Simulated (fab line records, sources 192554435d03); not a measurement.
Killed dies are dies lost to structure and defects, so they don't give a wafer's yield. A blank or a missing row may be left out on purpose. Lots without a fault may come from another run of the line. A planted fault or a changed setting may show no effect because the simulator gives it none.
One fault seen from 2 desks | flow n5_finfet | each desk has only its own numbers; what lay behind them comes last

THE METROLOGY DESK
What the gauges read, lot by lot, whatever tool the lot ran on: means of the sampled wafers that have a number. A lot is out of limits, marked OUT, if its mean lies more than 4 standard deviations from the usual mean; the brackets give that distance. Of its 10 readings 7 are shown: those that lie furthest out on some lot.
Columns: A = DIBL_N at N5_BEOL_M4_RC_MEAS_101, usual 36.3 mV/V; B = DIBL_P at N5_BEOL_M4_RC_MEAS_101, usual 36.5 mV/V; C = IOFF_N at N5_BEOL_M4_RC_MEAS_101, usual 0.16 nA/um; D = ION_N at N5_BEOL_M4_RC_MEAS_101, usual 675 uA/um; E = SS_N at N5_BEOL_M4_RC_MEAS_101, usual 71.6 mV/dec; F = VT_N at N5_BEOL_M4_RC_MEAS_101, usual 249 mV; G = VT_P at N5_BEOL_M4_RC_MEAS_101, usual -250 mV
lot  | first seen here | A    | B    | C    | D   | E    | F   | G
L750 | day 7 15:28     | 35.2 | 36.2 | 0.15 | 676 | 71.5 | 252 | -253
L752 | day 8 07:23     | 36.4 | 36.9 | 0.15 | 673 | 71.3 | 250 | -250
L754 | day 8 14:43     | 37.4 | 37.2 | 0.17 | 675 | 72.1 | 248 | -246
L755 | day 8 14:51     | 35.5 | 35.7 | 0.15 | 680 | 71.3 | 251 | -251
L767 | day 12 00:10    | 36.1 | 34.6 | 0.15 | 685 | 71.3 | 247 | -245
L769 | day 12 03:55    | 37.0 | 36.3 | 0.16 | 669 | 71.6 | 252 | -247
L768 | day 12 06:17    | 37.7 | 38.8 | 0.23 | 691 | 72.2 | 242 | -250
L771 | day 13 03:38    | 38.6 | 39.2 | 0.24 | 700 | 72.6 | 243 | -250
L773 | day 13 10:06    | 35.4 | 36.6 | 0.16 | 675 | 71.7 | 249 | -253
This desk's finding: nothing out of limits on any of the 9 lots.

THE TOOL OWNER'S DESK: ald_sin-02
The tool's own readings at N5_SDB_ALD_29 (deposits SiNx, target thk 30 nm, pulse time 1 s, ald cycles 600): means of the sampled wafers that have a number, for each lot that ran on this tool. A lot is out of limits, marked OUT, if its mean lies more than 4 standard deviations from the usual mean; the brackets give that distance.
Columns: A = chamber_pressure_Torr at N5_SDB_ALD_29, usual 2.000 Torr; B = heater_power_w at N5_SDB_ALD_29, usual 871 W; C = precursor_pulse_height_rel at N5_SDB_ALD_29, usual 1.003
lot  | first seen here | A     | B   | C
L750 | day 3 17:20     | 1.995 | 872 | 0.997
L752 | day 4 06:06     | 1.999 | 834 | 1.007
L754 | day 4 17:48     | 2.003 | 858 | 1.008
L755 | day 4 22:52     | 2.002 | 877 | 1.007
L767 | day 7 23:13     | 1.997 | 916 | 0.970
L773 | day 9 14:43     | 1.998 | 887 | 0.997
This desk's finding: nothing out of limits on any of the 6 lots.

PUT TOGETHER
The metrology desk saw nothing out of limits.
The tool owner's desk saw nothing out of limits.

WHAT THE SIMULATOR HAD PUT IN
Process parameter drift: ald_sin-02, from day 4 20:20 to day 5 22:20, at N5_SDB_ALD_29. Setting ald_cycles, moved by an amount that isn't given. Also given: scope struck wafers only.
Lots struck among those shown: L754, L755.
